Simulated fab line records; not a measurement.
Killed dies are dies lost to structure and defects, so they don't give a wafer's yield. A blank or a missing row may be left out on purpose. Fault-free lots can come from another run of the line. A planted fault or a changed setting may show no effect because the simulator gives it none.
fab line records / flow nandHarc
record: lots: 13 wafers: 39 lastDay: 24
route steps=1159 shown A_ZERO_WELL@412 A_ONON_D1@444 A_CHANNEL_HOLE_D1@466 END@1159
lots that met no fault: taken from a fault-free run of the same line
startH: start of the lot's first displayed wafer, in hours after the record's first day / waitH: how many hours have passed since the lot's step before this one / " as in the row above / L1.1+2: several wafers, shown together as one row / - either no value or no given start / * or withheld: withheld / < > ~ a bound
route shown NAME@n: names a module that has steps shown in the file, with the first one's number in the route / usual: mean and standard deviation over wafers with no fault / same: alike in all rows / chamber/n: place in a boat / sites: each site's reading / _std_site: standard deviation of those values / _edge_site: mean of outer sites minus mean of inner sites / radiusMm: for every site, how far away it sits from the centre of the wafer / mask NAME#n: copy n / behind: tool/chamber where the wafer was last shaped / hold: the reason the lot was held/the length of the hold in hours/how it ended / device: names the non-switching transistor (n, p or np) / end of line: the tests these same wafers got at the end of their route / a step with no rows: only its recipe / killed: dies lost to structure and defects at the first sort, not the wafer's yield / map: a wafer's dies, marking killed ones x, the rest . and places with no die _
set.NAME: the setting the step ran with; set.NAME@STEP: the setting that earlier step ran with / model.NAME: the simulator's own value behind a step, which no gauge read
one table for each step of the route and one row for each wafer, over a sample of lots
services: when a tool's chamber went out of use (startH, in hours from the record's first day, below 0 if earlier), for how many hours, and the reason
== steps ==
step: NHARC_A_ZERO_WELL_INSPECT_17
usual: rawDefectCount: 10/5.1
lot.wafer=L342.1 tool=defectInspect-01 chamber=- startH=127.49 waitH=0.2 rawDefectCount=10
lot.wafer=L342.3 tool=defectInspect-01 chamber=- startH=127.49 waitH=0.2 rawDefectCount=5
lot.wafer=L342.4 tool=defectInspect-01 chamber=- startH=127.49 waitH=0.2 rawDefectCount=6
lot.wafer=L344.1 tool=defectInspect-01 chamber=- startH=137.50 waitH=0.2 rawDefectCount=5
lot.wafer=L344.2 tool=defectInspect-01 chamber=- startH=137.50 waitH=0.2 rawDefectCount=28
lot.wafer=L344.6 tool=defectInspect-01 chamber=- startH=137.50 waitH=0.2 rawDefectCount=9
lot.wafer=L346.1 tool=defectInspect-01 chamber=- startH=155.28 waitH=0.2 rawDefectCount=16
lot.wafer=L346.3 tool=defectInspect-01 chamber=- startH=155.28 waitH=0.2 rawDefectCount=9
lot.wafer=L346.6 tool=defectInspect-01 chamber=- startH=155.28 waitH=0.2 rawDefectCount=5
lot.wafer=L345.1 tool=defectInspect-01 chamber=- startH=155.57 waitH=0.2 rawDefectCount=9
lot.wafer=L345.2 tool=defectInspect-01 chamber=- startH=155.57 waitH=0.2 rawDefectCount=8
lot.wafer=L345.4 tool=defectInspect-01 chamber=- startH=155.57 waitH=0.2 rawDefectCount=5
lot.wafer=L347.1 tool=defectInspect-02 chamber=- startH=165.72 waitH=0.2 rawDefectCount=6
lot.wafer=L347.3 tool=defectInspect-02 chamber=- startH=165.72 waitH=0.2 rawDefectCount=21
lot.wafer=L347.5 tool=defectInspect-02 chamber=- startH=165.72 waitH=0.2 rawDefectCount=8
lot.wafer=L348.1 tool=defectInspect-01 chamber=- startH=171.33 waitH=0.2 rawDefectCount=13
lot.wafer=L348.4 tool=defectInspect-01 chamber=- startH=171.33 waitH=0.2 rawDefectCount=10
lot.wafer=L348.5 tool=defectInspect-01 chamber=- startH=171.33 waitH=0.2 rawDefectCount=7
lot.wafer=L351.1 tool=defectInspect-02 chamber=- startH=186.92 waitH=0.2 rawDefectCount=19
lot.wafer=L351.2 tool=defectInspect-02 chamber=- startH=186.92 waitH=0.2 rawDefectCount=18
lot.wafer=L351.5 tool=defectInspect-02 chamber=- startH=186.92 waitH=0.2 rawDefectCount=11
lot.wafer=L352.3 tool=defectInspect-01 chamber=- startH=192.65 waitH=0.1 rawDefectCount=21
lot.wafer=L352.4 tool=defectInspect-01 chamber=- startH=192.65 waitH=0.1 rawDefectCount=21
lot.wafer=L352.5 tool=defectInspect-01 chamber=- startH=192.65 waitH=0.1 rawDefectCount=11
lot.wafer=L356.2 tool=defectInspect-02 chamber=- startH=213.62 waitH=0.1 rawDefectCount=8
lot.wafer=L356.3 tool=defectInspect-02 chamber=- startH=213.62 waitH=0.1 rawDefectCount=13
lot.wafer=L356.4 tool=defectInspect-02 chamber=- startH=213.62 waitH=0.1 rawDefectCount=7
lot.wafer=L357.4 tool=defectInspect-01 chamber=- startH=222.56 waitH=0.1 rawDefectCount=12
lot.wafer=L357.5 tool=defectInspect-01 chamber=- startH=222.56 waitH=0.1 rawDefectCount=11
lot.wafer=L357.6 tool=defectInspect-01 chamber=- startH=222.56 waitH=0.1 rawDefectCount=11
lot.wafer=L361.1 tool=defectInspect-02 chamber=- startH=244.61 waitH=0.2 rawDefectCount=6
lot.wafer=L361.3 tool=defectInspect-02 chamber=- startH=244.61 waitH=0.2 rawDefectCount=1
lot.wafer=L361.5 tool=defectInspect-02 chamber=- startH=244.61 waitH=0.2 rawDefectCount=5
lot.wafer=L365.1 tool=defectInspect-01 chamber=- startH=263.30 waitH=0.2 rawDefectCount=6
lot.wafer=L365.2 tool=defectInspect-01 chamber=- startH=263.30 waitH=0.2 rawDefectCount=8
lot.wafer=L365.5 tool=defectInspect-01 chamber=- startH=263.30 waitH=0.2 rawDefectCount=5
lot.wafer=L363.1 tool=defectInspect-02 chamber=- startH=264.25 waitH=0.2 rawDefectCount=5
lot.wafer=L363.4 tool=defectInspect-02 chamber=- startH=264.25 waitH=0.2 rawDefectCount=5
lot.wafer=L363.6 tool=defectInspect-02 chamber=- startH=264.25 waitH=0.2 rawDefectCount=7
step: NHARC_A_ONON_D1_DEP_28
recipe: targetThkA: 10000 n2FlowSccm: 2750 n2oFlowSccm: 2000 nh3FlowSccm: 500 sih4FlowSccm: 210 tempC: 400
lot.wafer=L342.1+3+4 tool=pecvdOnon-04 chamber=0 startH=157.75 waitH=0.2
lot.wafer=L344.1+2+6 tool=pecvdOnon-01 chamber=0 startH=169.94 waitH=0.1
lot.wafer=L345.1+2+4 tool=pecvdOnon-03 chamber=0 startH=187.69 waitH=0.1
lot.wafer=L346.1+3+6 tool=pecvdOnon-04 chamber=0 startH=187.71 waitH=0.1
lot.wafer=L347.1+3+5 tool=pecvdOnon-03 chamber=0 startH=199.90 waitH=0.1
lot.wafer=L348.1+4+5 tool=pecvdOnon-04 chamber=0 startH=205.95 waitH=0.1
lot.wafer=L351.1+2+5 tool=pecvdOnon-01 chamber=0 startH=219.31 waitH=0.1
lot.wafer=L352.3+4+5 tool=pecvdOnon-01 chamber=0 startH=225.32 waitH=0.2
lot.wafer=L356.2+3+4 tool=pecvdOnon-01 chamber=0 startH=247.08 waitH=0.1
lot.wafer=L357.4+5+6 tool=pecvdOnon-01 chamber=0 startH=256.73 waitH=0.2
lot.wafer=L361.1+3+5 tool=pecvdOnon-03 chamber=0 startH=276.79 waitH=0.1
lot.wafer=L365.1+2+5 tool=pecvdOnon-04 chamber=0 startH=295.69 waitH=0.1
lot.wafer=L363.1+4+6 tool=pecvdOnon-03 chamber=0 startH=295.70 waitH=0.1
step: NHARC_A_ONON_D1_THK_MEAS_30
recipe: thkMeasGauge: ellipsometry
usual: thkNm: 1000/12
lot.wafer=L342.1 tool=filmMetro-01 chamber=- startH=158.26 waitH=- thkNm=982
lot.wafer=L342.3 tool=filmMetro-01 chamber=- startH=158.26 waitH=- thkNm=984
lot.wafer=L342.4 tool=filmMetro-01 chamber=- startH=158.26 waitH=- thkNm=984
lot.wafer=L344.1 tool=filmMetro-01 chamber=- startH=170.45 waitH=- thkNm=1014
lot.wafer=L344.2 tool=filmMetro-01 chamber=- startH=170.45 waitH=- thkNm=1013
lot.wafer=L344.6 tool=filmMetro-01 chamber=- startH=170.45 waitH=- thkNm=1013
lot.wafer=L345.1 tool=filmMetro-02 chamber=- startH=188.20 waitH=- thkNm=998
lot.wafer=L345.2 tool=filmMetro-02 chamber=- startH=188.20 waitH=- thkNm=998
lot.wafer=L345.4 tool=filmMetro-02 chamber=- startH=188.20 waitH=- thkNm=998
lot.wafer=L346.1 tool=filmMetro-01 chamber=- startH=188.22 waitH=- thkNm=1013
lot.wafer=L346.3 tool=filmMetro-01 chamber=- startH=188.22 waitH=- thkNm=1011
lot.wafer=L346.6 tool=filmMetro-01 chamber=- startH=188.22 waitH=- thkNm=1011
lot.wafer=L347.1 tool=filmMetro-01 chamber=- startH=200.41 waitH=- thkNm=992
lot.wafer=L347.3 tool=filmMetro-01 chamber=- startH=200.41 waitH=- thkNm=990
lot.wafer=L347.5 tool=filmMetro-01 chamber=- startH=200.41 waitH=- thkNm=992
lot.wafer=L348.1 tool=filmMetro-01 chamber=- startH=206.46 waitH=- thkNm=975
lot.wafer=L348.4 tool=filmMetro-01 chamber=- startH=206.46 waitH=- thkNm=975
lot.wafer=L348.5 tool=filmMetro-01 chamber=- startH=206.46 waitH=- thkNm=975
lot.wafer=L351.1 tool=filmMetro-02 chamber=- startH=219.82 waitH=- thkNm=990
lot.wafer=L351.2 tool=filmMetro-02 chamber=- startH=219.82 waitH=- thkNm=990
lot.wafer=L351.5 tool=filmMetro-02 chamber=- startH=219.82 waitH=- thkNm=991
lot.wafer=L352.3 tool=filmMetro-02 chamber=- startH=225.71 waitH=- thkNm=998
lot.wafer=L352.4 tool=filmMetro-02 chamber=- startH=225.71 waitH=- thkNm=1000
lot.wafer=L352.5 tool=filmMetro-02 chamber=- startH=225.71 waitH=- thkNm=997
lot.wafer=L356.2 tool=filmMetro-01 chamber=- startH=247.54 waitH=- thkNm=785
lot.wafer=L356.3 tool=filmMetro-01 chamber=- startH=247.54 waitH=- thkNm=785
lot.wafer=L356.4 tool=filmMetro-01 chamber=- startH=247.54 waitH=- thkNm=784
lot.wafer=L357.4 tool=filmMetro-02 chamber=- startH=257.07 waitH=- thkNm=773
lot.wafer=L357.5 tool=filmMetro-02 chamber=- startH=257.07 waitH=- thkNm=775
lot.wafer=L357.6 tool=filmMetro-02 chamber=- startH=257.07 waitH=- thkNm=772
lot.wafer=L361.1 tool=filmMetro-01 chamber=- startH=277.30 waitH=- thkNm=1007
lot.wafer=L361.3 tool=filmMetro-01 chamber=- startH=277.30 waitH=- thkNm=1007
lot.wafer=L361.5 tool=filmMetro-01 chamber=- startH=277.30 waitH=- thkNm=1007
lot.wafer=L365.1 tool=filmMetro-01 chamber=- startH=296.20 waitH=- thkNm=1020
lot.wafer=L365.2 tool=filmMetro-01 chamber=- startH=296.20 waitH=- thkNm=1021
lot.wafer=L365.5 tool=filmMetro-01 chamber=- startH=296.20 waitH=- thkNm=1020
lot.wafer=L363.1 tool=filmMetro-02 chamber=- startH=296.21 waitH=- thkNm=1000
lot.wafer=L363.4 tool=filmMetro-02 chamber=- startH=296.21 waitH=- thkNm=1001
lot.wafer=L363.6 tool=filmMetro-02 chamber=- startH=296.21 waitH=- thkNm=1003
step: NHARC_A_CHANNEL_HOLE_D1_ETCH_38
recipe: targetDepthA: 390 overEtchFrac: 0.3 timeS: 65 ionEnergyEv: 80 cf4FlowSccm: 150 arFlowSccm: 0 rfW: 300 biasW: 100 chemistry: CF4
usual: biasW: 100.00/0.29 cf4FlowSccm: 150.0/0.44 drypumpMotorCurrentA: 5.78/0.3 oesProductAu: 0.997/0.0089 rfVppV: 151.5/1.2 showerheadPlenumPTorr: 1.79/0.077 throttleValvePct: 13.284/0.009
lot.wafer=L342.3 tool=rieDiel-08 chamber=2 startH=163.72 waitH=0.1 biasW=99.75 cf4FlowSccm=149.9 drypumpMotorCurrentA=6.18 oesProductAu=1.002 rfHoursCounterH=2 rfVppV=149.6 showerheadPlenumPTorr=1.66 throttleValvePct=13.290
lot.wafer=L342.1 tool=rieDiel-08 chamber=3 startH=163.72 waitH=0.1 biasW=100.33 cf4FlowSccm=149.6 drypumpMotorCurrentA=5.48 oesProductAu=0.990 rfHoursCounterH=2 rfVppV=152.2 showerheadPlenumPTorr=1.88 throttleValvePct=13.292
lot.wafer=L342.4 tool=rieDiel-08 chamber=0 startH=163.72 waitH=0.1 biasW=100.20 cf4FlowSccm=150.2 drypumpMotorCurrentA=6.12 oesProductAu=0.998 rfHoursCounterH=2 rfVppV=151.5 showerheadPlenumPTorr=1.81 throttleValvePct=13.275
lot.wafer=L344.2 tool=rieDiel-12 chamber=2 startH=173.97 waitH=0.1 biasW=99.85 cf4FlowSccm=150.2 drypumpMotorCurrentA=5.60 oesProductAu=0.992 rfHoursCounterH=11 rfVppV=152.9 showerheadPlenumPTorr=1.82 throttleValvePct=13.274
lot.wafer=L344.1 tool=rieDiel-12 chamber=0 startH=173.97 waitH=0.1 biasW=100.12 cf4FlowSccm=150.6 drypumpMotorCurrentA=5.69 oesProductAu=1.010 rfHoursCounterH=9 rfVppV=150.9 showerheadPlenumPTorr=1.72 throttleValvePct=13.285
lot.wafer=L344.6 tool=rieDiel-12 chamber=2 startH=173.97 waitH=0.1 biasW=100.07 cf4FlowSccm=150.3 drypumpMotorCurrentA=5.58 oesProductAu=0.994 rfHoursCounterH=- rfVppV=152.2 showerheadPlenumPTorr=1.82 throttleValvePct=13.288
lot.wafer=L345.1 tool=rieDiel-08 chamber=2 startH=192.31 waitH=0.1 biasW=99.60 cf4FlowSccm=150.4 drypumpMotorCurrentA=6.16 oesProductAu=0.997 rfHoursCounterH=4 rfVppV=150.5 showerheadPlenumPTorr=1.66 throttleValvePct=13.278
lot.wafer=L345.2 tool=rieDiel-08 chamber=1 startH=192.31 waitH=0.1 biasW=99.93 cf4FlowSccm=150.2 drypumpMotorCurrentA=5.62 oesProductAu=0.988 rfHoursCounterH=4 rfVppV=151.1 showerheadPlenumPTorr=1.74 throttleValvePct=13.273
lot.wafer=L345.4 tool=rieDiel-08 chamber=3 startH=192.31 waitH=0.1 biasW=100.56 cf4FlowSccm=149.8 drypumpMotorCurrentA=5.45 oesProductAu=0.992 rfHoursCounterH=- rfVppV=153.2 showerheadPlenumPTorr=1.88 throttleValvePct=13.286
lot.wafer=L346.3 tool=rieDiel-09 chamber=2 startH=192.57 waitH=0.1 biasW=100.51 cf4FlowSccm=149.8 drypumpMotorCurrentA=6.20 oesProductAu=1.001 rfHoursCounterH=7 rfVppV=149.2 showerheadPlenumPTorr=1.71 throttleValvePct=13.308
lot.wafer=L346.1 tool=rieDiel-09 chamber=3 startH=192.57 waitH=0.1 biasW=99.90 cf4FlowSccm=150.0 drypumpMotorCurrentA=5.90 oesProductAu=0.986 rfHoursCounterH=7 rfVppV=152.9 showerheadPlenumPTorr=1.85 throttleValvePct=13.289
lot.wafer=L346.6 tool=rieDiel-09 chamber=1 startH=192.57 waitH=0.1 biasW=99.72 cf4FlowSccm=150.4 drypumpMotorCurrentA=5.72 oesProductAu=1.013 rfHoursCounterH=- rfVppV=151.5 showerheadPlenumPTorr=1.73 throttleValvePct=13.272
lot.wafer=L347.3 tool=rieDiel-08 chamber=2 startH=204.09 waitH=0.1 biasW=99.92 cf4FlowSccm=149.7 drypumpMotorCurrentA=6.16 oesProductAu=0.995 rfHoursCounterH=5 rfVppV=149.1 showerheadPlenumPTorr=1.66 throttleValvePct=13.292
lot.wafer=L347.1 tool=rieDiel-08 chamber=1 startH=204.09 waitH=0.1 biasW=100.22 cf4FlowSccm=149.8 drypumpMotorCurrentA=5.61 oesProductAu=0.987 rfHoursCounterH=5 rfVppV=151.3 showerheadPlenumPTorr=1.74 throttleValvePct=13.279
lot.wafer=L347.5 tool=rieDiel-08 chamber=2 startH=204.09 waitH=0.1 biasW=99.99 cf4FlowSccm=149.6 drypumpMotorCurrentA=6.15 oesProductAu=0.990 rfHoursCounterH=- rfVppV=149.8 showerheadPlenumPTorr=1.66 throttleValvePct=13.270
lot.wafer=L348.1 tool=rieDiel-08 chamber=3 startH=209.88 waitH=0.1 biasW=100.44 cf4FlowSccm=150.9 drypumpMotorCurrentA=5.50 oesProductAu=1.002 rfHoursCounterH=6 rfVppV=153.3 showerheadPlenumPTorr=1.88 throttleValvePct=13.284
lot.wafer=L348.4 tool=rieDiel-08 chamber=0 startH=209.88 waitH=0.1 biasW=99.74 cf4FlowSccm=149.9 drypumpMotorCurrentA=6.13 oesProductAu=0.995 rfHoursCounterH=5 rfVppV=152.1 showerheadPlenumPTorr=1.81 throttleValvePct=13.287
lot.wafer=L348.5 tool=rieDiel-08 chamber=3 startH=209.88 waitH=0.1 biasW=100.09 cf4FlowSccm=150.7 drypumpMotorCurrentA=5.49 oesProductAu=1.000 rfHoursCounterH=- rfVppV=151.8 showerheadPlenumPTorr=1.88 throttleValvePct=13.276
lot.wafer=L351.2 tool=rieDiel-09 chamber=0 startH=224.06 waitH=0.1 biasW=100.03 cf4FlowSccm=150.4 drypumpMotorCurrentA=5.56 oesProductAu=0.997 rfHoursCounterH=10 rfVppV=152.4 showerheadPlenumPTorr=1.81 throttleValvePct=13.271
lot.wafer=L351.1 tool=rieDiel-09 chamber=3 startH=224.06 waitH=0.1 biasW=99.62 cf4FlowSccm=150.5 drypumpMotorCurrentA=5.92 oesProductAu=0.978 rfHoursCounterH=10 rfVppV=152.0 showerheadPlenumPTorr=1.85 throttleValvePct=13.291
lot.wafer=L351.5 tool=rieDiel-09 chamber=1 startH=224.06 waitH=0.1 biasW=99.82 cf4FlowSccm=149.4 drypumpMotorCurrentA=5.70 oesProductAu=0.999 rfHoursCounterH=- rfVppV=151.6 showerheadPlenumPTorr=1.73 throttleValvePct=13.278
lot.wafer=L352.4 tool=rieDiel-08 chamber=0 startH=229.41 waitH=0.1 biasW=99.55 cf4FlowSccm=150.4 drypumpMotorCurrentA=6.13 oesProductAu=0.992 rfHoursCounterH=7 rfVppV=152.1 showerheadPlenumPTorr=1.81 throttleValvePct=13.289
lot.wafer=L352.3 tool=rieDiel-08 chamber=1 startH=229.41 waitH=0.1 biasW=99.81 cf4FlowSccm=149.4 drypumpMotorCurrentA=5.65 oesProductAu=1.004 rfHoursCounterH=7 rfVppV=152.3 showerheadPlenumPTorr=1.74 throttleValvePct=13.275
lot.wafer=L352.5 tool=rieDiel-08 chamber=0 startH=229.41 waitH=0.1 biasW=99.75 cf4FlowSccm=150.1 drypumpMotorCurrentA=6.14 oesProductAu=1.000 rfHoursCounterH=- rfVppV=151.4 showerheadPlenumPTorr=1.81 throttleValvePct=13.276
lot.wafer=L361.1 tool=rieDiel-08 chamber=3 startH=280.76 waitH=0.1 biasW=100.17 cf4FlowSccm=150.6 drypumpMotorCurrentA=5.47 oesProductAu=1.000 rfHoursCounterH=10 rfVppV=152.2 showerheadPlenumPTorr=1.88 throttleValvePct=13.283
lot.wafer=L361.3 tool=rieDiel-08 chamber=2 startH=280.76 waitH=0.1 biasW=100.30 cf4FlowSccm=150.3 drypumpMotorCurrentA=6.18 oesProductAu=1.016 rfHoursCounterH=10 rfVppV=148.8 showerheadPlenumPTorr=1.65 throttleValvePct=13.275
lot.wafer=L361.5 tool=rieDiel-08 chamber=3 startH=280.76 waitH=0.1 biasW=100.20 cf4FlowSccm=149.3 drypumpMotorCurrentA=5.52 oesProductAu=1.001 rfHoursCounterH=- rfVppV=153.5 showerheadPlenumPTorr=1.88 throttleValvePct=13.282
lot.wafer=L365.1 tool=rieDiel-09 chamber=3 startH=301.33 waitH=0.1 biasW=100.46 cf4FlowSccm=149.5 drypumpMotorCurrentA=5.89 oesProductAu=0.994 rfHoursCounterH=1 rfVppV=152.8 showerheadPlenumPTorr=1.85 throttleValvePct=13.281
lot.wafer=L365.2 tool=rieDiel-09 chamber=0 startH=301.33 waitH=0.1 biasW=99.55 cf4FlowSccm=149.8 drypumpMotorCurrentA=5.58 oesProductAu=1.011 rfHoursCounterH=2 rfVppV=152.3 showerheadPlenumPTorr=1.81 throttleValvePct=13.271
lot.wafer=L365.5 tool=rieDiel-09 chamber=0 startH=301.33 waitH=0.1 biasW=100.00 cf4FlowSccm=149.7 drypumpMotorCurrentA=5.59 oesProductAu=1.005 rfHoursCounterH=- rfVppV=151.1 showerheadPlenumPTorr=1.81 throttleValvePct=13.296
lot.wafer=L363.1 tool=rieDiel-09 chamber=2 startH=303.34 waitH=0.1 biasW=99.80 cf4FlowSccm=150.0 drypumpMotorCurrentA=6.19 oesProductAu=1.000 rfHoursCounterH=4 rfVppV=150.1 showerheadPlenumPTorr=1.70 throttleValvePct=13.284
lot.wafer=L363.4 tool=rieDiel-09 chamber=0 startH=303.34 waitH=0.1 biasW=99.77 cf4FlowSccm=149.9 drypumpMotorCurrentA=5.54 oesProductAu=1.002 rfHoursCounterH=3 rfVppV=151.5 showerheadPlenumPTorr=1.81 throttleValvePct=13.280
lot.wafer=L363.6 tool=rieDiel-09 chamber=1 startH=303.34 waitH=0.1 biasW=100.28 cf4FlowSccm=150.3 drypumpMotorCurrentA=5.66 oesProductAu=1.006 rfHoursCounterH=- rfVppV=150.2 showerheadPlenumPTorr=1.73 throttleValvePct=13.287
step: NHARC_A_CHANNEL_HOLE_D1_CD_MEAS_18
usual: cdNm: 98.8/2.5
lot.wafer=L342.1 tool=cdSem-02 chamber=- startH=164.74 waitH=- cdNm=98.8
lot.wafer=L342.3 tool=cdSem-02 chamber=- startH=164.74 waitH=- cdNm=98.4
lot.wafer=L342.4 tool=cdSem-02 chamber=- startH=164.74 waitH=- cdNm=100.1
lot.wafer=L344.1 tool=cdSem-02 chamber=- startH=174.99 waitH=- cdNm=100.0
lot.wafer=L344.2 tool=cdSem-02 chamber=- startH=174.99 waitH=- cdNm=97.0
lot.wafer=L344.6 tool=cdSem-02 chamber=- startH=174.99 waitH=- cdNm=99.6
lot.wafer=L345.1 tool=cdSem-01 chamber=- startH=193.52 waitH=- cdNm=96.6
lot.wafer=L345.2 tool=cdSem-01 chamber=- startH=193.52 waitH=- cdNm=100.6
lot.wafer=L345.4 tool=cdSem-01 chamber=- startH=193.52 waitH=- cdNm=96.9
lot.wafer=L346.1 tool=cdSem-02 chamber=- startH=193.58 waitH=- cdNm=96.5
lot.wafer=L346.3 tool=cdSem-02 chamber=- startH=193.58 waitH=- cdNm=94.2
lot.wafer=L346.6 tool=cdSem-02 chamber=- startH=193.58 waitH=- cdNm=93.2
lot.wafer=L347.1 tool=cdSem-03 chamber=- startH=205.12 waitH=- cdNm=98.1
lot.wafer=L347.3 tool=cdSem-03 chamber=- startH=205.12 waitH=- cdNm=96.4
lot.wafer=L347.5 tool=cdSem-03 chamber=- startH=205.12 waitH=- cdNm=96.4
lot.wafer=L348.1 tool=cdSem-01 chamber=- startH=211.08 waitH=- cdNm=97.5
lot.wafer=L348.4 tool=cdSem-01 chamber=- startH=211.08 waitH=- cdNm=99.4
lot.wafer=L348.5 tool=cdSem-01 chamber=- startH=211.08 waitH=- cdNm=94.6
lot.wafer=L351.1 tool=cdSem-02 chamber=- startH=225.08 waitH=- cdNm=98.8
lot.wafer=L351.2 tool=cdSem-02 chamber=- startH=225.08 waitH=- cdNm=96.5
lot.wafer=L351.5 tool=cdSem-02 chamber=- startH=225.08 waitH=- cdNm=99.2
lot.wafer=L352.3 tool=cdSem-01 chamber=- startH=230.43 waitH=- cdNm=99.8
lot.wafer=L352.4 tool=cdSem-01 chamber=- startH=230.43 waitH=- cdNm=100.0
lot.wafer=L352.5 tool=cdSem-01 chamber=- startH=230.43 waitH=- cdNm=97.5
lot.wafer=L361.1 tool=cdSem-02 chamber=- startH=281.79 waitH=- cdNm=102.3
lot.wafer=L361.3 tool=cdSem-02 chamber=- startH=281.79 waitH=- cdNm=96.9
lot.wafer=L361.5 tool=cdSem-02 chamber=- startH=281.79 waitH=- cdNm=99.4
lot.wafer=L365.1 tool=cdSem-01 chamber=- startH=302.35 waitH=- cdNm=98.3
lot.wafer=L365.2 tool=cdSem-01 chamber=- startH=302.35 waitH=- cdNm=97.7
lot.wafer=L365.5 tool=cdSem-01 chamber=- startH=302.35 waitH=- cdNm=100.0
lot.wafer=L363.1 tool=cdSem-01 chamber=- startH=304.36 waitH=- cdNm=100.6
lot.wafer=L363.4 tool=cdSem-01 chamber=- startH=304.36 waitH=- cdNm=100.9
lot.wafer=L363.6 tool=cdSem-01 chamber=- startH=304.36 waitH=- cdNm=98.1
step: NHARC_END_SORT_01
recipe: tempC: 25
usual: killedAtArray: 27/11 killedAtOther: 0.6/0.89 killedAtPeriphery: 3.0/2.4 killedDies: 31/12 killedOpen: 3.2/1.6 killedShort: 2.0/1.5
same: grossDies: 677
lot.wafer=L356.2 tool=prober-01 chamber=0 startH=517.62 waitH=2.8 killedAtArray=674 killedAtOther=2 killedAtPeriphery=1 killedDies=677 killedOpen=5 killedShort=3
lot.wafer=L356.3 tool=prober-01 chamber=0 startH=518.42 waitH=3.1 killedAtArray=674 killedAtOther=0 killedAtPeriphery=3 killedDies=677 killedOpen=3 killedShort=3
lot.wafer=L356.4 tool=prober-01 chamber=0 startH=519.22 waitH=3.4 killedAtArray=670 killedAtOther=1 killedAtPeriphery=6 killedDies=677 killedOpen=5 killedShort=4
lot.wafer=L357.4 tool=prober-02 chamber=0 startH=519.34 waitH=3.4 killedAtArray=677 killedAtOther=0 killedAtPeriphery=0 killedDies=677 killedOpen=5 killedShort=1
lot.wafer=L357.5 tool=prober-02 chamber=0 startH=520.15 waitH=3.7 killedAtArray=675 killedAtOther=1 killedAtPeriphery=1 killedDies=677 killedOpen=3 killedShort=2
lot.wafer=L357.6 tool=prober-02 chamber=0 startH=520.96 waitH=4.0 killedAtArray=673 killedAtOther=1 killedAtPeriphery=3 killedDies=677 killedOpen=2 killedShort=4
killed by level:class
L356.2 A_ONON_D1:areaDep=645 A_SLIT:chamberFilmFlake=10 A_CONTACT:chamberFilmFlake=5 A_CHANNEL_HOLE_D1:chamberFilmFlake=4 A_M0:geometricParticle:open=3 STARTING-WAFER:geometricParticle:short=2 A_STAIRCASE:chamberFilmFlake=2 A_M0:chamberFilmFlake=2
L356.3 A_ONON_D1:areaDep=639 A_CONTACT:chamberFilmFlake=8 A_SLIT:chamberFilmFlake=6 A_STAIRCASE:chamberFilmFlake=4 A_ZERO_WELL:chamberFilmFlake=3 A_SGD_CUT:chamberFilmFlake=3 A_WL_FILL:chamberFilmFlake=3 A_ONON_D1:geometricParticle:open=2
L356.4 A_ONON_D1:areaDep=640 A_SLIT:chamberFilmFlake=8 A_CHANNEL_HOLE_D1:chamberFilmFlake=6 A_SGD_CUT:chamberFilmFlake=4 A_WL_FILL:chamberFilmFlake=3 P_CONTACT:geometricParticle:open=2 A_CONTACT:chamberFilmFlake=2 P_M0:geometricParticle:short=1
L357.4 A_ONON_D1:areaDep=647 A_CHANNEL_HOLE_D1:chamberFilmFlake=14 A_STAIRCASE:chamberFilmFlake=7 A_CONTACT:geometricParticle:open=3 A_CONTACT:chamberFilmFlake=2 A_ONON_D1:geometricParticle:open=1 A_WL_FILL:geometricParticle:short=1 A_M0:geometricParticle:open=1
L357.5 A_ONON_D1:areaDep=651 A_CHANNEL_HOLE_D1:chamberFilmFlake=15 A_ONON_D1:geometricParticle:open=2 A_STAIRCASE:chamberFilmFlake=2 A_CONTACT:chamberFilmFlake=2 P_GATE:geometricParticle:open=1 A_WL_FILL:geometricParticle:short=1 A_M0:geometricParticle:short=1
L357.6 A_ONON_D1:areaDep=651 A_CHANNEL_HOLE_D1:chamberFilmFlake=15 P_CONTACT:geometricParticle:short=2 A_CONTACT:geometricParticle:open=2 A_STAIRCASE:chamberFilmFlake=2 A_CONTACT:chamberFilmFlake=2 P_M0:geometricParticle:short=1 STARTING-WAFER:geometricParticle:short=1
== services ==
tool=rieDiel-08 chamber=0 startH=133.80 hours=- kind=clean
tool=rieDiel-08 chamber=1 startH=133.80 hours=- kind=clean
tool=rieDiel-08 chamber=2 startH=133.80 hours=- kind=clean
tool=rieDiel-08 chamber=3 startH=133.80 hours=- kind=clean
tool=rieDiel-09 chamber=0 startH=140.02 hours=4.0 kind=repair
tool=pecvdOnon-03 chamber=- startH=153.00 hours=13.0 kind=pm
tool=rieDiel-08 chamber=0 startH=158.30 hours=- kind=clean
tool=rieDiel-08 chamber=1 startH=158.30 hours=- kind=clean
tool=rieDiel-08 chamber=2 startH=158.30 hours=- kind=clean
tool=rieDiel-08 chamber=3 startH=158.30 hours=- kind=clean
tool=rieDiel-09 chamber=3 startH=169.22 hours=1.7 kind=repair
tool=rieDiel-08 chamber=0 startH=191.14 hours=2.5 kind=repair
tool=rieDiel-12 chamber=2 startH=193.05 hours=9.4 kind=repair
tool=pecvdOnon-01 chamber=- startH=195.46 hours=13.0 kind=pm
tool=rieDiel-09 chamber=- startH=198.88 hours=0.4 kind=repair
tool=rieDiel-12 chamber=- startH=202.42 hours=9.0 kind=pm
tool=pecvdOnon-04 chamber=- startH=237.09 hours=13.0 kind=pm
tool=rieDiel-08 chamber=- startH=251.63 hours=4.7 kind=repair
tool=rieDiel-09 chamber=- startH=254.28 hours=9.0 kind=pm
tool=rieDiel-08 chamber=- startH=272.53 hours=0.8 kind=repair
tool=rieDiel-09 chamber=0 startH=274.96 hours=6.4 kind=repair
tool=rieDiel-12 chamber=2 startH=280.43 hours=3.1 kind=repair
tool=rieDiel-09 chamber=3 startH=291.43 hours=8.3 kind=repair
tool=rieDiel-08 chamber=- startH=301.80 hours=9.0 kind=pm
== key ==
firstSign: step: NHARC_A_ONON_D1_THK_MEAS_30 reading: thkNm direction: down sigmas: 19 usual: 1000 struck: 779
effect: step: NHARC_END_SORT_01 reading: killedAtArray direction: up sigmas: 59 usual: 27 struck: 674
moreKillsBornAt: NHARC_A_ONON_D1_DEP_28@pecvdOnon-01: 3873
metAt NHARC_A_ONON_D1_DEP_28
struckLots L356,L357
laterRowsLeftOut L356.2,L356.3,L356.4,L357.4,L357.5,L357.6
testerLeftOut L356,L357
notActingAt NHARC_A_ZERO_WELL_INSPECT_17,NHARC_A_CHANNEL_HOLE_D1_ETCH_38,NHARC_A_CHANNEL_HOLE_D1_CD_MEAS_18
onsetBetween 225.32 247.08
fault: kind: processParameterDrift tool: pecvdOnon-01 chamber: - onsetH: 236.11 steps: NHARC_A_ONON_D1_DEP_28 channel: targetThkA offset: * shape: step endH: 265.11 actsIn: * stated: *
testerLeftOut: of these lots the tester's yield and bins aren't shown, on N5 and GAA mostly nor the transistor test; their killed dies are dies lost to structure and defects alone, not to doping, threshold or leakage, so they don't give the yield
laterRowsLeftOut: the simulator's readings of these wafers behind a module that went badly wrong aren't trusted and aren't shown, but for the sort
